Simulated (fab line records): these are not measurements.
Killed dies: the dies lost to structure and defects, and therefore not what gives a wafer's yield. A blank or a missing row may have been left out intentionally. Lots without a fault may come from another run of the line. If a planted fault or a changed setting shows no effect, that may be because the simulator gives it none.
The tool behind it: which one? :: flow n5-finfet :: Sampling: 10 lots, 28 wafers, 5 of 1938 route steps

== WHAT THE GAUGES READ, wafer by wafer ==
N5_BEOL_M3_INSPECT_59: inspects for defects (darkfield).
lot: L655
measured: day 7 09:34
on: defect-inspect-01
raw-defect-count: 103 55 94

lot: L656
measured: day 8 06:17
on: defect-inspect-01
raw-defect-count: 55 102 54

lot: L657
measured: day 8 17:23
on: defect-inspect-01
raw-defect-count: 67 63 66

lot: L661
measured: day 9 03:26
on: defect-inspect-02
raw-defect-count: 46 55 124

lot: L666
measured: day 10 05:01
on: defect-inspect-01
raw-defect-count: 60 46

lot: L667
measured: day 11 01:25
on: defect-inspect-02
raw-defect-count: 57 61 79

lot: L670
measured: day 11 09:25
on: defect-inspect-02
raw-defect-count: 52 341 107

lot: L671
measured: day 11 22:28
on: defect-inspect-02
raw-defect-count: 47 338 121

lot: L676
measured: day 13 10:16
on: defect-inspect-02
raw-defect-count: 59 48 48

lot: L677
measured: day 13 04:46
on: defect-inspect-01
raw-defect-count: 97 92

== EACH LOT AND THE TOOL THAT RAN IT (in order: tool; ch and the chambers of the sampled wafers; start) ==
lot: L655
N5_BEOL_M3_SPUTTER_79: pvd-sputter-02, day 7 05:49
N5_BEOL_M3_SPUTTER_86: pvd-sputter-02, day 7 06:16
N5_BEOL_M3_ANNEAL_89: pvd-sputter-02, day 7 06:34
N5_BEOL_M3_DEP_57: pecvd-04 ch 0,1,2, day 7 09:29

lot: L656
N5_BEOL_M3_SPUTTER_79: pvd-sputter-01, day 7 18:13
N5_BEOL_M3_SPUTTER_86: pvd-sputter-01, day 7 18:39
N5_BEOL_M3_ANNEAL_89: pvd-sputter-01, day 7 18:57
N5_BEOL_M3_DEP_57: pecvd-03 ch 0,1,2, day 8 06:11

lot: L657
N5_BEOL_M3_SPUTTER_79: pvd-sputter-01, day 8 11:52
N5_BEOL_M3_SPUTTER_86: pvd-sputter-01, day 8 12:18
N5_BEOL_M3_ANNEAL_89: pvd-sputter-01, day 8 12:36
N5_BEOL_M3_DEP_57: pecvd-03 ch 1,2, day 8 17:17

lot: L661
N5_BEOL_M3_SPUTTER_79: pvd-sputter-02, day 9 00:49
N5_BEOL_M3_SPUTTER_86: pvd-sputter-02, day 9 01:16
N5_BEOL_M3_ANNEAL_89: pvd-sputter-02, day 9 01:34
N5_BEOL_M3_DEP_57: pecvd-03 ch 0,1,2, day 9 03:20

lot: L666
N5_BEOL_M3_SPUTTER_79: pvd-sputter-01, day 10 02:26
N5_BEOL_M3_SPUTTER_86: pvd-sputter-01, day 10 02:52
N5_BEOL_M3_ANNEAL_89: pvd-sputter-01, day 10 03:12
N5_BEOL_M3_DEP_57: pecvd-02 ch 0,2, day 10 04:56

lot: L667
N5_BEOL_M3_SPUTTER_79: pvd-sputter-02, day 10 22:43
N5_BEOL_M3_SPUTTER_86: pvd-sputter-02, day 10 23:10
N5_BEOL_M3_ANNEAL_89: pvd-sputter-02, day 10 23:28
N5_BEOL_M3_DEP_57: pecvd-02 ch 1,2, day 11 01:19

lot: L670
N5_BEOL_M3_SPUTTER_79: pvd-sputter-03, day 11 06:46
N5_BEOL_M3_SPUTTER_86: pvd-sputter-03, day 11 07:12
N5_BEOL_M3_ANNEAL_89: pvd-sputter-03, day 11 07:30
N5_BEOL_M3_DEP_57: pecvd-02 ch 0,2, day 11 09:20

lot: L671
N5_BEOL_M3_SPUTTER_79: pvd-sputter-02, day 11 19:51
N5_BEOL_M3_SPUTTER_86: pvd-sputter-02, day 11 20:17
N5_BEOL_M3_ANNEAL_89: pvd-sputter-02, day 11 20:35
N5_BEOL_M3_DEP_57: pecvd-02 ch 0,1,2, day 11 22:23

lot: L676
N5_BEOL_M3_SPUTTER_79: pvd-sputter-03, day 12 22:48
N5_BEOL_M3_SPUTTER_86: pvd-sputter-03, day 12 23:14
N5_BEOL_M3_ANNEAL_89: pvd-sputter-03, day 12 23:32
N5_BEOL_M3_DEP_57: pecvd-04 ch 0,1, day 13 10:10

lot: L677
N5_BEOL_M3_SPUTTER_79: pvd-sputter-02, day 13 02:05
N5_BEOL_M3_SPUTTER_86: pvd-sputter-02, day 13 02:32
N5_BEOL_M3_ANNEAL_89: pvd-sputter-02, day 13 02:52
N5_BEOL_M3_DEP_57: pecvd-03 ch 0,2, day 13 04:41
- N5_BEOL_M3_SPUTTER_79: material Cu, target thk 4.5 nm, time 8.29 s.
- N5_BEOL_M3_SPUTTER_86: material Cu, target thk 4.5 nm, time 8.29 s.
- N5_BEOL_M3_ANNEAL_89: time 240 s.
- N5_BEOL_M3_DEP_57: deposits SiCN from 3MS/NH3, target thk 8 nm, time 14 s.

== THE ANSWER, worked out from the rows above alone ==
Rule: the usual values come from the lots themselves. The widest of any qualifying gaps counts: lots, ordered by their means at a reading, are off when they make up no more than a third of the lots, leave a main group of 4 or more, and stand apart from it by 3 or more times the standard deviation of that group's means. A main group is skipped when, at the precision printed for the reading in the tables above, its means are all equal. Also off: a lot with no number at a reading for which 4 or more lots have one. The other lots that the step has rows for count as sound.
Off at N5_BEOL_M3_INSPECT_59 (raw-defect-count): L670, L671. Mean 70 and standard deviation 14 in the main group.
A tool fits if, at a process step before that reading, it ran every lot that is off, and no sound lot after the first of them. Those tools and the gauges at N5_BEOL_M3_INSPECT_59 are tried in the same way. One fits: pecvd-02 at N5_BEOL_M3_DEP_57. Its last sound lot is L667 (day 11 01:19), its first lot that is off L670 (day 11 09:20): a fault that began between those two fits.

== WHAT THE SIMULATOR HAD PUT IN ==
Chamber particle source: pecvd-02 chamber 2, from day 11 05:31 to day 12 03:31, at N5_BEOL_M3_DEP_57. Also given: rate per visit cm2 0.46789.
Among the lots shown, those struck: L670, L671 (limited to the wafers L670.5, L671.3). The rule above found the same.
